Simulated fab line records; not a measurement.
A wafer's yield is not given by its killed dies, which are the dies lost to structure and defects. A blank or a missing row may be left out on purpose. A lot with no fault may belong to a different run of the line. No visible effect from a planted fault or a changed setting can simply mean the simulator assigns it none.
Split-lot study :: flow n5 finfet :: on a route of 1938 steps: 7 lots, 21 wafers read

== SPLIT DETAILS ==
At N5_FIN_CUT_CUT_ETCH_15 (etches Si in HBr/Cl2/O2, target depth 100 nm, bt time 10 s, time 42.4 s), the setting time s was moved away from the recipe's 42.4 s on 10 of the 21 wafers read, by -16.8% to +8.5%. For the rest of the wafers, this setting stayed at what the recipe calls for.

Reading taken at the split's own step.

== THE READING ==
SOC_of_FIN_CUT_COAT_18.thk nm (the simulator's own value, which no gauge read), in nm, at N5_FIN_CUT_CUT_ETCH_15 (etches Si in HBr/Cl2/O2, target depth 100 nm, bt time 10 s, time 42.4 s). No usual value for it is given in the file. Here, 11 wafers ran the recipe; their average is 169.6 nm with a standard deviation of 1.2 nm.

wafer: L077.1
tool, chamber at the split: rie si-05, 3
time s as run, s: 42.4
against the recipe: recipe
SOC_of_FIN_CUT_COAT_18.thk nm, nm: 170.8
against lot-mates on the recipe: -

wafer: L077.2
tool, chamber at the split: rie si-05, 1
time s as run, s: 42.4
against the recipe: recipe
SOC_of_FIN_CUT_COAT_18.thk nm, nm: 168.6
against lot-mates on the recipe: -

wafer: L077.5
tool, chamber at the split: rie si-05, 3
time s as run, s: 42.4
against the recipe: recipe
SOC_of_FIN_CUT_COAT_18.thk nm, nm: 171.4
against lot-mates on the recipe: -

wafer: L078.1
tool, chamber at the split: rie si-05, 1
time s as run, s: 42.4
against the recipe: recipe
SOC_of_FIN_CUT_COAT_18.thk nm, nm: 168.6
against lot-mates on the recipe: -

wafer: L078.5
tool, chamber at the split: rie si-05, 1
time s as run, s: 38.07
against the recipe: -10.2%
SOC_of_FIN_CUT_COAT_18.thk nm, nm: 173.6
against lot-mates on the recipe: +5.0

wafer: L078.6
tool, chamber at the split: rie si-05, 0
time s as run, s: 38.07
against the recipe: -10.2%
SOC_of_FIN_CUT_COAT_18.thk nm, nm: 172.6
against lot-mates on the recipe: +4.0

wafer: L081.3
tool, chamber at the split: rie si-05, 3
time s as run, s: 42.4
against the recipe: recipe
SOC_of_FIN_CUT_COAT_18.thk nm, nm: 169.8
against lot-mates on the recipe: -

wafer: L081.4
tool, chamber at the split: rie si-05, 1
time s as run, s: 42.4
against the recipe: recipe
SOC_of_FIN_CUT_COAT_18.thk nm, nm: 169.2
against lot-mates on the recipe: -

wafer: L081.5
tool, chamber at the split: rie si-05, 1
time s as run, s: 42.4
against the recipe: recipe
SOC_of_FIN_CUT_COAT_18.thk nm, nm: 170
against lot-mates on the recipe: -

wafer: L083.1
tool, chamber at the split: rie si-05, 1
time s as run, s: 45.81
against the recipe: +8.0%
SOC_of_FIN_CUT_COAT_18.thk nm, nm: 165.8
against lot-mates on the recipe: -5.2

wafer: L083.3
tool, chamber at the split: rie si-05, 3
time s as run, s: 45.81
against the recipe: +8.0%
SOC_of_FIN_CUT_COAT_18.thk nm, nm: 167.6
against lot-mates on the recipe: -3.4

wafer: L083.4
tool, chamber at the split: rie si-05, 2
time s as run, s: 42.4
against the recipe: recipe
SOC_of_FIN_CUT_COAT_18.thk nm, nm: 171
against lot-mates on the recipe: -

wafer: L087.2
tool, chamber at the split: rie si-03, 3
time s as run, s: 38.83
against the recipe: -8.4%
SOC_of_FIN_CUT_COAT_18.thk nm, nm: 173
against lot-mates on the recipe: +5.6

wafer: L087.3
tool, chamber at the split: rie si-03, 2
time s as run, s: 38.83
against the recipe: -8.4%
SOC_of_FIN_CUT_COAT_18.thk nm, nm: 173.2
against lot-mates on the recipe: +5.8

wafer: L087.4
tool, chamber at the split: rie si-03, 0
time s as run, s: 42.4
against the recipe: recipe
SOC_of_FIN_CUT_COAT_18.thk nm, nm: 167.4
against lot-mates on the recipe: -

wafer: L091.3
tool, chamber at the split: rie si-06, 3
time s as run, s: 46.01
against the recipe: +8.5%
SOC_of_FIN_CUT_COAT_18.thk nm, nm: 165
against lot-mates on the recipe: -5.6

wafer: L091.4
tool, chamber at the split: rie si-06, 0
time s as run, s: 46.01
against the recipe: +8.5%
SOC_of_FIN_CUT_COAT_18.thk nm, nm: 166.8
against lot-mates on the recipe: -3.8

wafer: L091.6
tool, chamber at the split: rie si-06, 2
time s as run, s: 42.4
against the recipe: recipe
SOC_of_FIN_CUT_COAT_18.thk nm, nm: 170.6
against lot-mates on the recipe: -

wafer: L096.2
tool, chamber at the split: rie si-06, 2
time s as run, s: 35.28
against the recipe: -16.8%
SOC_of_FIN_CUT_COAT_18.thk nm, nm: 176.4
against lot-mates on the recipe: +7.8

wafer: L096.3
tool, chamber at the split: rie si-06, 1
time s as run, s: 35.28
against the recipe: -16.8%
SOC_of_FIN_CUT_COAT_18.thk nm, nm: 175.6
against lot-mates on the recipe: +7.0

wafer: L096.5
tool, chamber at the split: rie si-06, 1
time s as run, s: 42.4
against the recipe: recipe
SOC_of_FIN_CUT_COAT_18.thk nm, nm: 168.6
against lot-mates on the recipe: -

THE FIT
A straight line over all 21 wafers: SOC_of_FIN_CUT_COAT_18.thk nm changes by -0.384 nm for each +1% of time s; r = -0.94; the points scatter about the line by 1 nm.
The same after taking each lot's own level away (the mean of its wafers on the recipe; 21 wafers): -0.495 nm for each +1%; r = -0.97; scatter 0.93 nm.
According to that fit, moving time s by its largest amount changes the reading by 8.3 nm.
The lots' own levels span 167.40 to 171.00 nm, that is 3.0 times the standard deviation above.
Thus the slope moves with the lot-to-lot level: the two fits are different.
Check: with one of the wafers moved furthest among these (-16.8%) left out of the fit, the line predicts +8.39 nm for it against its lot-mates. Against them it came out at +7.8 nm.

== FURTHER SPLITS ON THESE WAFERS ==
These wafers also went through other splits before the reading. Each is held against what the fit with the lots' levels taken away leaves over:
other split on the same wafers: N5_FIN_SAQP_HM_DEP_03 time s
wafers away from the commonest value: 8
r with SOC_of_FIN_CUT_COAT_18.thk nm (lot level and that fit taken away): -0.06

other split on the same wafers: N5_FIN_SAQP_COAT_68 spin rpm
wafers away from the commonest value: 10
r with SOC_of_FIN_CUT_COAT_18.thk nm (lot level and that fit taken away): -0.20

other split on the same wafers: N5_FIN_SAQP_SPACER2_ALD_28 temp c
wafers away from the commonest value: 6
r with SOC_of_FIN_CUT_COAT_18.thk nm (lot level and that fit taken away): -0.27

== THE WHOLE CHAIN: every reading that the file lists as answering this split, in the file's order ==
step: N5_FIN_CUT_CUT_ETCH_15
what it does: etches Si in HBr/Cl2/O2, target depth 100 nm, bt time 10 s, time 42.4 s
reading: etch.depth nm (the simulator's own value, which no gauge read)
change (the file's fit): +1.26 nm for each +1% of the setting
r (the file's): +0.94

step: N5_FIN_CUT_CUT_ETCH_15
what it does: etches Si in HBr/Cl2/O2, target depth 100 nm, bt time 10 s, time 42.4 s
reading: FIN_CUT.feature depth nm (the simulator's own value, which no gauge read)
change (the file's fit): +1.26 nm for each +1% of the setting
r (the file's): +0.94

step: N5_FIN_CUT_CUT_ETCH_15
what it does: etches Si in HBr/Cl2/O2, target depth 100 nm, bt time 10 s, time 42.4 s
reading: SOC_of_FIN_CUT_COAT_18.thk nm (the simulator's own value, which no gauge read)
change (the file's fit): -0.493 nm for each +1% of the setting
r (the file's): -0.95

== THE FILE'S OWN FIT ==
SOC_of_FIN_CUT_COAT_18.thk nm changes by -0.493 nm for each +1% of time s, r = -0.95.
